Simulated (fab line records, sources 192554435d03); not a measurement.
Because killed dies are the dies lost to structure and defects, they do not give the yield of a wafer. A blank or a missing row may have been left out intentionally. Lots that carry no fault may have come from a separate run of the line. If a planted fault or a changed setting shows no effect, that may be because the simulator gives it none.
Chamber matching + flow n5 finfet + rie diel-05 running N5_BEOL_M10_ETCH_66: 4 sister chambers
The step etches SOC in N2/H2, target depth 120 nm, overetch 24 nm, time 180 s. 16 wafers are shown with their chamber, then 8 later ones without.

== WAFERS PAIRED WITH THEIR CHAMBERS ==
| wafer  | chamber | showerhead plenum p Torr (Torr) | rf vpp V (V) | throttle valve pct (%) |
|--------|---------|---------------------------------|--------------|------------------------|
| L077.1 | 1       | 2.66                            | 527.1        | 18.02                  |
| L077.3 | 0       | 2.50                            | 523.3        | 17.49                  |
| L077.5 | 0       | 2.50                            | 521.6        | 17.52                  |
| L079.1 | 3       | 2.67                            | 528.2        | 17.52                  |
| L079.3 | 0       | 2.49                            | 522.8        | 17.51                  |
| L079.5 | 2       | 2.62                            | 526.7        | 18.16                  |
| L082.2 | 3       | 2.67                            | 529.1        | 17.54                  |
| L082.3 | 0       | 2.49                            | 522.2        | 17.51                  |
| L082.5 | 0       | 2.49                            | 523.1        | 17.53                  |
| L085.2 | 2       | 2.61                            | 525.9        | 17.78                  |
| L085.3 | 0       | 2.49                            | 523.3        | 17.54                  |
| L085.4 | 3       | 2.67                            | 527.9        | 17.54                  |
| L089.1 | 3       | 2.66                            | 528.7        | 17.59                  |
| L089.2 | 0       | 2.48                            | 522.4        | 17.56                  |
| L089.3 | 1       | 2.65                            | 526.3        | 18.06                  |
| L094.2 | 2       | 2.61                            | 525.3        | 17.81                  |

SIGNATURES, as means of the wafers listed above
| reading                  | chamber 0 | chamber 1 | chamber 2 | chamber 3 | scatter within a chamber |
|--------------------------|-----------|-----------|-----------|-----------|--------------------------|
| showerhead plenum p Torr | 2.4914    | 2.6550    | 2.6133    | 2.6675    | 0.00631                  |
| rf vpp V                 | 522.671   | 526.700   | 525.967   | 528.475   | 0.618                    |
| throttle valve pct       | 17.5229   | 18.0400   | 17.9167   | 17.5475   | 0.0894                   |
Rule: a wafer lies at a distance from a chamber equal to the root of the sum of squares, over the readings, of (its reading less the chamber's mean, divided by the reading's scatter). If the next closest chamber is less than 2 further off than the closest, the wafer can't be placed; otherwise it belongs to the closest. The scatter: take each reading less its chamber's mean, square it, sum over the shown wafers, divide by the number of wafers less the number of chambers, and take the root.

== WAFERS MISSING THEIR CHAMBER ==
| wafer  | showerhead plenum p Torr (Torr) | rf vpp V (V) | throttle valve pct (%) |
|--------|---------------------------------|--------------|------------------------|
| L094.5 | 2.65                            | 527.4        | 18.08                  |
| L094.6 | 2.48                            | 521.2        | 17.56                  |
| L096.4 | 2.64                            | 525.3        | 18.08                  |
| L096.5 | 2.66                            | 527.5        | 17.60                  |
| L096.6 | 2.61                            | 525.4        | 17.81                  |
| L097.1 | 2.48                            | 521.7        | 17.57                  |
| L097.2 | 2.61                            | 526.1        | 17.80                  |
| L097.6 | 2.66                            | 525.0        | 17.59                  |

== THE CHAMBER EACH PASSED THROUGH ==
| wafer  | from the rows above     | in truth |
|--------|-------------------------|----------|
| L094.5 | 1                       | 1        |
| L094.6 | 0                       | 0        |
| L096.4 | can't be placed: 1 or 2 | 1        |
| L096.5 | 3                       | 3        |
| L096.6 | 2                       | 2        |
| L097.1 | 0                       | 0        |
| L097.2 | 2                       | 2        |
| L097.6 | can't be placed: 3 or 1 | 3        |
Correct placement for 6 of the 8. Cannot be placed on the basis of these rows: 2; the candidates contain the true chamber in 2. 0 placed wrongly.
